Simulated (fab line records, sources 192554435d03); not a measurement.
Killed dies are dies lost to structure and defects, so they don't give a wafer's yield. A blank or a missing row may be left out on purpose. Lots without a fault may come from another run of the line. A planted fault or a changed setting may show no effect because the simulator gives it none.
Chamber matching | flow n5_finfet | N5_BEOL_M0_SAQP_ETCH_102 on rie_si-02: 4 sister chambers
The step etches SiO2 in CF4, target depth 4 nm, time 4.4 s. 20 wafers are shown with their chamber, then 10 later ones without.

WAFERS WITH THEIR CHAMBER
wafer  | chamber | throttle_valve_pct (%) | oes_product_au (a.u.)
L074.1 | 0       | 21.80                  | 0.978
L074.2 | 1       | 21.54                  | 0.964
L074.3 | 3       | 21.55                  | 0.999
L074.4 | 2       | 21.87                  | 1.004
L074.5 | 1       | 21.53                  | 0.974
L074.6 | 0       | 21.80                  | 0.972
L084.1 | 2       | 21.89                  | 0.993
L084.4 | 1       | 21.54                  | 0.974
L084.5 | 2       | 21.89                  | 0.989
L086.1 | 2       | 21.89                  | 0.995
L086.4 | 1       | 21.53                  | 0.963
L086.5 | 2       | 21.89                  | 0.994
L087.3 | 1       | 21.51                  | 0.978
L087.4 | 3       | 21.54                  | 1.008
L087.6 | 0       | 21.80                  | 0.971
L090.1 | 1       | 21.54                  | 0.970
L090.2 | 3       | 21.55                  | 0.998
L090.3 | 0       | 21.79                  | 0.967
L092.1 | 1       | 21.55                  | 0.973
L092.2 | 2       | 21.88                  | 0.998

SIGNATURES (means of the wafers above)
reading            | chamber 0 | chamber 1 | chamber 2 | chamber 3 | scatter within a chamber
throttle_valve_pct | 21.7975   | 21.5343   | 21.8850   | 21.5467   | 0.00956
oes_product_au     | 0.97200   | 0.97086   | 0.99550   | 1.00167   | 0.00523
Rule: a wafer's distance from a chamber is the root of the sum, over the readings, of the square of ((its reading less the chamber's mean) divided by the reading's scatter). The wafer belongs to the nearest chamber; if the next one is less than 2 further off, it can't be placed. The scatter: the root of (the sum of the squares of (reading less its chamber's mean) over the shown wafers, divided by (wafers less chambers)).

WAFERS WITHOUT THEIR CHAMBER
wafer  | throttle_valve_pct (%) | oes_product_au (a.u.)
L092.3 | 21.55                  | 1.007
L095.2 | 21.80                  | 0.983
L095.3 | 21.55                  | 0.970
L095.6 | 21.89                  | 0.994
L096.1 | 21.79                  | 0.974
L096.2 | 21.53                  | 0.968
L096.3 | 21.55                  | 1.007
L096.4 | 21.89                  | 0.991
L096.5 | 21.81                  | 0.963
L096.6 | 21.54                  | 0.975

WHICH CHAMBER EACH WENT THROUGH
wafer  | from the rows above | in truth
L092.3 | 3                   | 3
L095.2 | 0                   | 0
L095.3 | 1                   | 1
L095.6 | 2                   | 2
L096.1 | 0                   | 0
L096.2 | 1                   | 1
L096.3 | 3                   | 3
L096.4 | 2                   | 2
L096.5 | 0                   | 0
L096.6 | 1                   | 1
Placed correctly: 10 of 10. Can't be placed from these rows: 0. Placed wrongly: 0.
